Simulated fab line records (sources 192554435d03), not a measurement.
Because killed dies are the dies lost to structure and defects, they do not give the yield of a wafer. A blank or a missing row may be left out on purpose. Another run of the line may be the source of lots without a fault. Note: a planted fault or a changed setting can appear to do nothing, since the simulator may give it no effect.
fab line records | flow n5_finfet | part 1 of 2: steps 1 to 19 of 29
[record] lots = 5 wafers = 15 last_day = 16
route steps=1938 shown BEOL_M10@1495
lots with no fault: from the same line, run without faults
start_h: the number of hours between the record's first day and the start of the first shown wafer of the lot | wait_h: hours elapsed since this lot's preceding step | " same as the row above | L1.1+2: a row that stands for several wafers | - either no value or no given start | * or withheld: withheld | < > ~ a bound
route shown NAME@n: NAME is a module with steps in the file, n the number in the route of the first one | usual: mean/standard deviation taken from wafers without a fault | same: alike in all rows | chamber/n: place in a boat | sites: the reading at each site | _std_site: the values' standard deviation | _edge_site: inner sites' mean taken away from outer sites' mean | radius_mm: how far each site lies from the wafer's centre | mask NAME#n: copy n | behind: the most recent tool/chamber to have shaped the wafer | hold: cause of the lot's hold/its duration in hours/its outcome | device: transistor that didn't switch, given as n, p or np | end of line: at the end of the route, the tests of the same wafers | a step without rows: its recipe alone | killed: the dies lost at the first sort to structure and to defects; this is not the yield of the wafer | map: a wafer's dies, marking killed ones x, the rest . and places with no die _
set.NAME: the setting that was run; set.NAME@STEP: the one run at that earlier step | model.NAME: the simulator's own value behind a step, which no gauge read
lots at selected steps of the route; one table per step, one row per wafer
services: when a tool's chamber went out of use (start_h, in hours from the record's first day, below 0 if earlier), for how many hours, and the reason
[[steps]]
[step N5_BEOL_M10_COAT_64]
[recipe] resist = SiARC temp_c = 220 time_s = 60 spin_rpm = 1500 resist_thk_nm = 30
[usual] plate_temp_C = 220.00/0.16
// columns lot.wafer tool chamber start_h wait_h plate_temp_C
L081.1 litho_track-01 0 - - 219.82
L081.4 " 0 " " 219.72
L081.5 " 0 " " 219.94
L083.3 litho_track-03 0 - - 219.75
L083.4 " 0 " " 219.82
L083.6 " 0 " " 220.12
L089.1 litho_track-03 0 - - 219.90
L089.2 " 0 " " 219.76
L089.5 " 0 " " 219.95
L094.1 litho_track-01 0 - - 219.87
L094.3 " 0 " " 220.19
L094.5 " 0 " " 220.04
L095.2 litho_track-04 0 - - 220.01
L095.4 " 0 " " 220.17
L095.6 " 0 " " 220.14
[step N5_BEOL_M10_COAT_22]
[recipe] resist = CAR-ArF spin_rpm = 1500 resist_thk_nm = 90
// columns lot.wafer tool chamber start_h wait_h
L081.1+4+5 litho_track-01 0 - -
L083.3+4+6 litho_track-03 0 - -
L089.1+2+5 litho_track-03 0 - -
L094.1+3+5 litho_track-01 0 - -
L095.2+4+6 litho_track-04 0 - -
[step N5_BEOL_M10_EBR_24]
[recipe] solvent = PGMEA ebr_width_mm = 1.5
// columns lot.wafer tool chamber start_h wait_h
L081.1+4+5 litho_track-01 0 - -
L083.3+4+6 litho_track-03 0 - -
L089.1+2+5 litho_track-03 0 - -
L094.1+3+5 litho_track-01 0 - -
L095.2+4+6 litho_track-04 0 - -
[step N5_BEOL_M10_SOFTBAKE_23]
[recipe] temp_c = 110 time_s = 60 resist = CAR-ArF
[usual] plate_temp_C = 110.03/0.11
// columns lot.wafer tool chamber start_h wait_h plate_temp_C
L081.1 litho_track-01 0 - - 109.86
L081.4 " 0 " " 110.06
L081.5 " 0 " " 110.05
L083.3 litho_track-03 0 - - 110.13
L083.4 " 0 " " 110.07
L083.6 " 0 " " 109.93
L089.1 litho_track-03 0 - - 110.05
L089.2 " 0 " " 109.89
L089.5 " 0 " " 109.99
L094.1 litho_track-01 0 - - 110.24
L094.3 " 0 " " 110.02
L094.5 " 0 " " 110.11
L095.2 litho_track-04 0 - - 109.89
L095.4 " 0 " " 110.01
L095.6 " 0 " " 110.02
[step N5_BEOL_M10_EXPOSE_25]
[recipe] mask_id = V9 na = 1.35 source_shape = annular sigma_inner = 0.5 sigma_outer = 0.8 polarization = unpolarized dose_mj = 85.5
[same] na = 1.35
// columns lot.wafer tool chamber start_h wait_h mask
L081.1+4+5 arfi_scanner-02 0 250.00 - V9#0
L083.3+4+6 arfi_scanner-01 0 260.44 - V9#0
L089.1+2+5 arfi_scanner-01 0 299.64 - V9#0
L094.1+3+5 arfi_scanner-02 0 338.80 - V9#0
L095.2+4+6 arfi_scanner-01 0 344.06 - V9#0
[step N5_BEOL_M10_PEB_26]
[recipe] peb_temp_c = withheld peb_time_s = 60 resist = CAR-ArF
// columns lot.wafer tool chamber start_h wait_h
L081.1+4+5 litho_track-01 0 250.06 0.1
L083.3+4+6 litho_track-04 0 260.49 0.0
L089.1+2+5 litho_track-01 0 299.71 0.1
L094.1+3+5 litho_track-04 0 338.86 0.1
L095.2+4+6 litho_track-03 0 344.12 0.1
[step N5_BEOL_M10_DEVELOP_27]
[recipe] develop_time_s = 30 developer = TMAH resist = CAR-ArF rinse_liquid = diw dry = air_spin dev_temp_c = 23
// columns lot.wafer tool chamber start_h wait_h
L081.1+4+5 litho_track-01 0 - -
L083.3+4+6 litho_track-04 0 - -
L089.1+2+5 litho_track-01 0 - -
L094.1+3+5 litho_track-04 0 - -
L095.2+4+6 litho_track-03 0 - -
[step N5_BEOL_M10_CD_MEAS_28]
[recipe] target_cd_nm = 70 landing_energy_ev = 500 detector = se_inlens polarity = opening
[usual] cd_nm = 69.4/1.3
// columns lot.wafer tool chamber start_h wait_h cd_nm
L081.1 cd_sem-02 0 250.13 - 68.6
L081.4 " 0 " " 68.0
L081.5 " 0 " " 67.4
L083.3 cd_sem-02 0 260.56 - 67.0
L083.4 " 0 " " 70.4
L083.6 " 0 " " 69.1
L089.1 cd_sem-03 0 299.78 - 67.2
L089.2 " 0 " " 68.6
L089.5 " 0 " " 66.7
L094.1 cd_sem-02 0 338.93 - 71.4
L094.3 " 0 " " 70.4
L094.5 " 0 " " 70.9
L095.2 cd_sem-02 0 344.18 - 69.7
L095.4 " 0 " " 69.7
L095.6 " 0 " " 69.2
[step N5_BEOL_M10_OVL_MEAS_29]
[recipe] points_per_wafer = 44
[usual] V9_OVL = 0.6/0.66
[same] points_per_wafer = 44
// columns lot.wafer tool chamber start_h wait_h V9_OVL[nm]
L081.1 overlay-02 0 250.16 0.0 0.2
L081.4 " 0 " " 0.6
L081.5 " 0 " " 0.7
L083.3 overlay-02 0 260.59 0.0 -0.1
L083.4 " 0 " " 0.2
L083.6 " 0 " " 0.2
L089.1 overlay-02 0 299.81 0.0 0.7
L089.2 " 0 " " 0.1
L089.5 " 0 " " 0.9
L094.1 overlay-01 0 338.96 0.0 1.1
L094.3 " 0 " " 0.6
L094.5 " 0 " " 0.9
L095.2 overlay-02 0 344.22 0.0 0.4
L095.4 " 0 " " -0.6
L095.6 " 0 " " 0.0
[step N5_BEOL_M10_INSPECT_30]
[recipe] mode = adi inspect_instrument = brightfield
[usual] raw_defect_count = 416/100
// columns lot.wafer tool chamber start_h wait_h raw_defect_count
L081.1 defect_inspect-02 - 250.18 0.0 419
L081.4 " - " " 423
L081.5 " - " " 440
L083.3 defect_inspect-01 - 260.61 0.0 299
L083.4 " - " " 372
L083.6 " - " " 448
L089.1 defect_inspect-02 - 299.83 0.0 482
L089.2 " - " " 360
L089.5 " - " " 589
L094.1 defect_inspect-01 - 338.99 0.0 266
L094.3 " - " " 377
L094.5 " - " " 256
L095.2 defect_inspect-01 - 344.25 0.0 391
L095.4 " - " " 371
L095.6 " - " " 355
[step N5_BEOL_M10_DESCUM_33]
[recipe] chemistry = O2 time_s = 7.9 source_power_w = 50 bias_power_w = 20 pressure_mtorr = 20 rf_frequency_hz = 2.712e+07 temp_c = 40 resist = CAR-ArF o2_flow_sccm = 225
[usual] bias_power_w = 20.00/0.064 drypump_motor_current_A = 5.6/0.46 oes_product_au = 0.78/0.088 rf_vpp_V = 243.4/1.6 showerhead_plenum_p_Torr = 2.11/0.084 temp_c = 40.00/0.12 throttle_valve_pct = 20.40/0.22
// columns lot.wafer tool chamber start_h wait_h bias_power_w drypump_motor_current_A oes_product_au rf_hours_counter_h rf_vpp_V showerhead_plenum_p_Torr temp_c throttle_valve_pct
L081.1 rie_diel-01 2 250.86 0.7 20.14 5.0 0.91 45 245.7 2.21 39.93 20.44
L081.4 " 0 " " 20.05 6.5 0.81 105 244.5 2.15 39.61 20.50
L081.5 " 3 " " 20.00 5.7 0.71 - 244.2 2.12 40.10 20.29
L083.3 rie_diel-04 2 260.65 0.0 20.07 5.1 0.82 69 244.7 2.17 40.04 19.98
L083.4 " 3 " " 20.02 5.0 0.71 209 241.0 1.99 40.08 20.51
L083.6 " 1 " " 20.01 5.9 0.89 - 244.0 2.04 39.89 20.32
L089.1 rie_diel-03 1 300.15 0.3 19.93 5.2 0.82 107 245.4 2.19 40.18 20.15
L089.2 " 2 " " 20.02 6.1 0.72 206 241.8 1.98 39.89 20.44
L089.5 " 2 " " 20.13 6.0 0.73 - 241.0 1.98 39.89 20.43
L094.1 rie_diel-04 3 339.06 0.1 20.03 5.0 0.69 235 241.7 1.98 39.83 20.53
L094.3 " 0 " " 20.01 5.5 0.82 73 244.3 2.21 40.13 20.42
L094.5 " 2 " " 20.11 5.1 0.78 - 245.6 2.16 39.88 20.01
L095.2 rie_diel-04 2 344.45 0.2 20.00 5.1 0.79 97 244.6 2.16 40.07 20.02
L095.4 " 1 " " 20.00 5.8 0.84 67 241.4 2.03 39.96 20.36
L095.6 " 2 " " 20.00 5.1 0.78 - 245.1 2.16 40.06 20.03
[step N5_BEOL_M10_ETCH_65]
[recipe] chemistry = CF4 target = SiARC target_depth_a = 390 mask_material = CAR-ArF time_s = 65 ion_energy_ev = 80 pressure_mtorr = 40 source_w = 545 bias_w = 36 Ar_flow_sccm = 100 cf4_flow_sccm = 100 ends = cleared
[usual] drypump_motor_current_A = 5.6/0.46 etch_rf_on_time_s = 64.1/2.2 oes_product_au = 0.67/0.075 rf_vpp_V = 184.4/1.3 showerhead_plenum_p_Torr = 2.18/0.091 throttle_valve_pct = 15.68/0.22
// columns lot.wafer tool chamber start_h wait_h drypump_motor_current_A etch_rf_on_time_s oes_product_au rf_hours_counter_h rf_vpp_V showerhead_plenum_p_Torr throttle_valve_pct
L081.1 rie_diel-01 2 250.90 0.0 5.1 64.5 0.76 45 184.3 2.28 15.71
L081.4 " 0 " " 6.5 64.5 0.67 105 183.6 2.17 15.44
L081.5 " 3 " " 5.6 64.9 0.60 - 185.2 2.20 15.73
L083.3 rie_diel-04 2 260.68 0.0 5.1 60.3 0.72 69 185.9 2.27 15.41
L083.4 " 3 " " 5.0 62.3 0.61 209 182.6 2.05 15.78
L083.6 " 1 " " 5.8 65.2 0.76 - 184.3 2.08 15.40
L089.1 rie_diel-03 1 300.19 0.0 5.2 62.3 0.70 107 185.9 2.26 15.54
L089.2 " 2 " " 6.0 63.6 0.63 206 183.9 2.04 15.70
L089.5 " 2 " " 6.0 63.7 0.62 - 182.1 2.04 15.70
L094.1 rie_diel-04 3 339.10 0.0 5.1 62.9 0.59 235 183.5 2.04 15.84
L094.3 " 0 " " 5.6 65.2 0.70 73 184.8 2.27 15.71
L094.5 " 2 " " 5.1 59.9 0.69 - 185.8 2.26 15.45
L095.2 rie_diel-04 2 344.49 0.0 5.1 59.9 0.69 97 185.0 2.26 15.47
L095.4 " 1 " " 5.8 64.9 0.72 67 182.1 2.07 15.44
L095.6 " 2 " " 5.1 59.9 0.69 - 185.4 2.26 15.46
[step N5_BEOL_M10_ETCH_66]
[recipe] chemistry = N2/H2 target = SOC target_depth_a = 1200 overetch_a = 240 mask_material = SiARC temp_c = 40 time_s = 180 ion_energy_ev = 200 pressure_mtorr = 30 source_w = 840 bias_w = 150 n2_flow_sccm = 200 h2_flow_sccm = 200
[usual] drypump_motor_current_A = 5.6/0.46 oes_product_au = 0.63/0.069 rf_vpp_V = 525/3.2 showerhead_plenum_p_Torr = 2.58/0.11 temp_c = 40.01/0.11 throttle_valve_pct = 17.89/0.28
// columns lot.wafer tool chamber start_h wait_h drypump_motor_current_A oes_product_au rf_hours_counter_h rf_vpp_V showerhead_plenum_p_Torr temp_c throttle_valve_pct
L081.1 rie_diel-01 2 250.95 0.0 5.1 0.72 45 529 2.71 39.98 18.05
L081.4 " 0 " " 6.5 0.63 105 524 2.57 39.90 17.69
L081.5 " 3 " " 5.7 0.57 - 526 2.66 39.83 18.18
L083.3 rie_diel-04 2 260.73 0.0 5.1 0.65 69 528 2.66 40.00 17.50
L083.4 " 3 " " 5.1 0.56 209 521 2.44 39.86 18.07
L083.6 " 1 " " 5.8 0.72 - 520 2.48 39.97 17.72
L089.1 rie_diel-03 1 300.24 0.0 5.1 0.65 107 529 2.65 40.04 17.40
L089.2 " 2 " " 6.0 0.59 206 521 2.40 39.86 17.77
L089.5 " 2 " " 6.1 0.58 - 520 2.40 40.05 17.76
L094.1 rie_diel-04 3 339.15 0.0 5.0 0.55 235 520 2.43 40.14 18.11
L094.3 " 0 " " 5.5 0.66 73 526 2.70 39.93 17.93
L094.5 " 2 " " 5.1 0.63 - 528 2.65 39.96 17.54
L095.2 rie_diel-04 2 344.54 0.0 5.1 0.63 97 527 2.65 39.98 17.53
L095.4 " 1 " " 5.8 0.68 67 522 2.46 39.80 17.78
L095.6 " 2 " " 5.1 0.63 - 529 2.65 39.93 17.53
[step N5_BEOL_M10_STRIP_69]
[recipe] chemistry = N2/H2 temp_c = 40 n2_flow_sccm = 200 h2_flow_sccm = 200 rf_frequency_hz = 6e+07
// columns lot.wafer tool chamber start_h wait_h
L081.1+4+5 rie_diel-01 2,0,3 251.06 0.1
L083.3+4+6 rie_diel-04 2,3,1 260.85 0.1
L089.1+2+5 rie_diel-03 1,2,2 300.35 0.1
L094.1+3+5 rie_diel-04 3,0,2 339.26 0.1
L095.2+4+6 rie_diel-04 2,1,2 344.65 0.1
[step N5_BEOL_M10_VIA_ETCH_34]
[recipe] chemistry = C4F6/O2 target = SiCOH_lowk target_depth_a = 1845 mask_material = SOC taper_deg = 4 time_s = 69.2 ion_energy_ev = 250 pressure_mtorr = 30 source_w = 345 bias_w = 185 Ar_flow_sccm = 300 C4F6_flow_sccm = 10 O2_flow_sccm = 10
[usual] drypump_motor_current_A = 5.6/0.46 oes_product_au = 0.78/0.088 rf_vpp_V = 674/19 showerhead_plenum_p_Torr = 2.89/0.12 throttle_valve_pct = 20.98/0.18
// columns lot.wafer tool chamber start_h wait_h drypump_motor_current_A oes_product_au rf_hours_counter_h rf_vpp_V showerhead_plenum_p_Torr throttle_valve_pct
L081.1 rie_diel-01 2 251.07 0.0 5.0 0.89 45 664 3.01 21.03
L081.4 " 0 " " 6.5 0.79 105 665 2.90 20.86
L081.5 " 3 " " 5.7 0.71 - 711 2.93 20.97
L083.3 rie_diel-04 2 260.86 0.0 5.1 0.84 69 684 3.02 20.84
L083.4 " 3 " " 5.1 0.71 209 655 2.72 21.04
L083.6 " 1 " " 5.8 0.88 - 639 2.79 20.84
L089.1 rie_diel-03 1 300.36 0.0 5.2 0.82 107 688 3.00 20.76
L089.2 " 2 " " 6.0 0.73 206 669 2.71 20.95
L089.5 " 2 " " 6.0 0.74 - 668 2.71 20.95
L094.1 rie_diel-04 3 339.27 0.0 5.1 0.69 235 653 2.71 21.08
L094.3 " 0 " " 5.6 0.83 73 665 3.02 21.08
L094.5 " 2 " " 5.1 0.81 - 683 3.00 20.88
L095.2 rie_diel-04 2 344.66 0.0 5.1 0.81 97 683 3.00 20.87
L095.4 " 1 " " 5.9 0.84 67 638 2.78 20.88
L095.6 " 2 " " 5.1 0.81 - 682 3.00 20.87
[step N5_BEOL_M10_STRIP_73]
[recipe] chemistry = C4F6/O2 resist = SiARC rf_frequency_hz = 6e+07
// columns lot.wafer tool chamber start_h wait_h
L081.1+4+5 rie_diel-01 2,0,3 251.12 0.0
L083.3+4+6 rie_diel-04 2,3,1 260.91 0.0
L089.1+2+5 rie_diel-03 1,2,2 300.41 0.0
L094.1+3+5 rie_diel-04 3,0,2 339.33 0.0
L095.2+4+6 rie_diel-04 2,1,2 344.71 0.0
[step N5_BEOL_M10_STRIP_36]
[recipe] chemistry = N2/H2 power_w = 450 temp_c = 40 pressure_mtorr = 20 rf_frequency_hz = 6e+07 overash_fraction = 0.3 bias_power_w = 7 h2_frac = 0.5 n2_flow_sccm = 200 h2_flow_sccm = 200
[usual] bias_power_w = 6.998/0.021 drypump_motor_current_A = 5.6/0.46 oes_product_au = 0.78/0.086 rf_vpp_V = 59.3/1.9 showerhead_plenum_p_Torr = 2.58/0.11 temp_c = 39.99/0.11 throttle_valve_pct = 23.7/0.37
// columns lot.wafer tool chamber start_h wait_h bias_power_w drypump_motor_current_A oes_product_au rf_hours_counter_h rf_vpp_V showerhead_plenum_p_Torr temp_c throttle_valve_pct
L081.1 rie_diel-01 2 251.13 0.0 6.994 5.1 0.89 45 60.2 2.71 39.87 24.1
L081.4 " 0 " " 6.977 6.5 0.79 105 56.8 2.57 39.87 23.6
L081.5 " 3 " " 6.955 5.7 0.73 - 60.6 2.66 39.85 24.1
L083.3 rie_diel-04 2 260.92 0.0 6.964 5.1 0.82 69 56.8 2.66 40.11 23.4
L083.4 " 3 " " 6.999 5.0 0.72 209 59.9 2.44 39.83 23.9
L083.6 " 1 " " 6.970 5.8 0.87 - 58.9 2.47 39.87 23.6
L089.1 rie_diel-03 1 300.42 0.0 6.997 5.2 0.80 107 59.6 2.65 40.28 22.9
L089.2 " 2 " " 6.963 6.1 0.72 206 58.2 2.40 40.16 23.4
L089.5 " 2 " " 7.013 6.0 0.73 - 61.8 2.40 39.90 23.4
L094.1 rie_diel-04 3 339.34 0.0 7.007 5.1 0.69 235 59.2 2.43 39.96 24.0
L094.3 " 0 " " 7.000 5.5 0.83 73 60.5 2.69 39.93 23.8
L094.5 " 2 " " 6.987 5.1 0.79 - 58.6 2.65 39.95 23.4
L095.2 rie_diel-04 2 344.72 0.0 7.009 5.1 0.78 97 61.5 2.65 39.95 23.4
L095.4 " 1 " " 7.000 5.9 0.84 67 58.4 2.46 40.17 23.7
L095.6 " 2 " " 7.006 5.1 0.78 - 60.4 2.65 39.80 23.4
[step N5_BEOL_M10_TRENCH_ETCH_37]
[recipe] chemistry = C4F6/O2 target_depth_a = 1488.3 target = SiCOH_lowk time_s = 48 ion_energy_ev = 250 pressure_mtorr = 30 source_w = 345 bias_w = 185 Ar_flow_sccm = 300 C4F6_flow_sccm = 10 O2_flow_sccm = 10
[usual] drypump_motor_current_A = 5.6/0.46 oes_product_au = 0.78/0.088 rf_vpp_V = 674/19 showerhead_plenum_p_Torr = 2.89/0.12 throttle_valve_pct = 21.01/0.18
// columns lot.wafer tool chamber start_h wait_h drypump_motor_current_A oes_product_au rf_hours_counter_h rf_vpp_V showerhead_plenum_p_Torr throttle_valve_pct
L081.1 rie_diel-01 2 - - 5.1 0.89 45 663 3.01 21.02
L081.4 " 0 " " 6.6 0.79 105 665 2.90 20.88
L081.5 " 3 " " 5.7 0.72 - 710 2.93 21.02
L083.3 rie_diel-04 2 - - 5.1 0.83 69 682 3.02 20.85
L083.4 " 3 " " 5.0 0.70 209 655 2.72 21.07
L083.6 " 1 " " 5.8 0.88 - 638 2.79 20.88
L089.1 rie_diel-03 1 - - 5.2 0.84 107 687 3.00 20.78
L089.2 " 2 " " 6.0 0.74 206 669 2.71 20.98
L089.5 " 2 " " 6.0 0.73 - 669 2.71 20.99
L094.1 rie_diel-04 3 - - 5.1 0.69 235 654 2.71 21.11
L094.3 " 0 " " 5.6 0.82 73 666 3.02 21.10
L094.5 " 2 " " 5.1 0.80 - 681 3.00 20.89
L095.2 rie_diel-04 2 - - 5.1 0.81 97 683 3.00 20.88
L095.4 " 1 " " 5.8 0.84 67 638 2.78 20.92
L095.6 " 2 " " 5.1 0.81 - 682 3.00 20.89
[step N5_BEOL_M10_ETCH_41]
[recipe] chemistry = CH3F/O2 target = SiCN target_depth_a = 426 taper_deg = 2 time_s = 86 ion_energy_ev = 120 mask_material = TiN pressure_mtorr = 30 source_w = 395 bias_w = 75 Ar_flow_sccm = 150 CH3F_flow_sccm = 30 O2_flow_sccm = 20
[usual] drypump_motor_current_A = 5.6/0.46 oes_product_au = 0.78/0.087 rf_vpp_V = 297.9/1.8 showerhead_plenum_p_Torr = 2.03/0.085 throttle_valve_pct = 16.38/0.19
// columns lot.wafer tool chamber start_h wait_h drypump_motor_current_A oes_product_au rf_hours_counter_h rf_vpp_V showerhead_plenum_p_Torr throttle_valve_pct
L081.1 rie_diel-01 2 - - 5.1 0.89 45 299.5 2.12 16.34
L081.4 " 0 " " 6.5 0.78 105 297.2 2.04 16.24
L081.5 " 3 " " 5.7 0.71 - 299.2 2.06 16.41
L083.3 rie_diel-04 2 - - 5.1 0.84 69 299.8 2.12 16.15
L083.4 " 3 " " 5.1 0.72 209 295.9 1.91 16.46
L083.6 " 1 " " 5.9 0.89 - 297.2 1.96 16.21
L089.1 rie_diel-03 1 - - 5.2 0.82 107 298.8 2.11 16.16
L089.2 " 2 " " 6.0 0.72 207 294.3 1.90 16.41
L089.5 " 2 " " 6.0 0.73 - 295.8 1.90 16.41
L094.1 rie_diel-04 3 - - 5.0 0.69 235 294.3 1.90 16.51
L094.3 " 0 " " 5.5 0.82 73 300.8 2.13 16.45
L094.5 " 2 " " 5.1 0.81 - 299.9 2.11 16.20
L095.2 rie_diel-04 2 - - 5.1 0.81 97 300.6 2.11 16.20
L095.4 " 1 " " 5.9 0.84 67 296.8 1.95 16.25
L095.6 " 2 " " 5.1 0.80 - 299.3 2.11 16.19
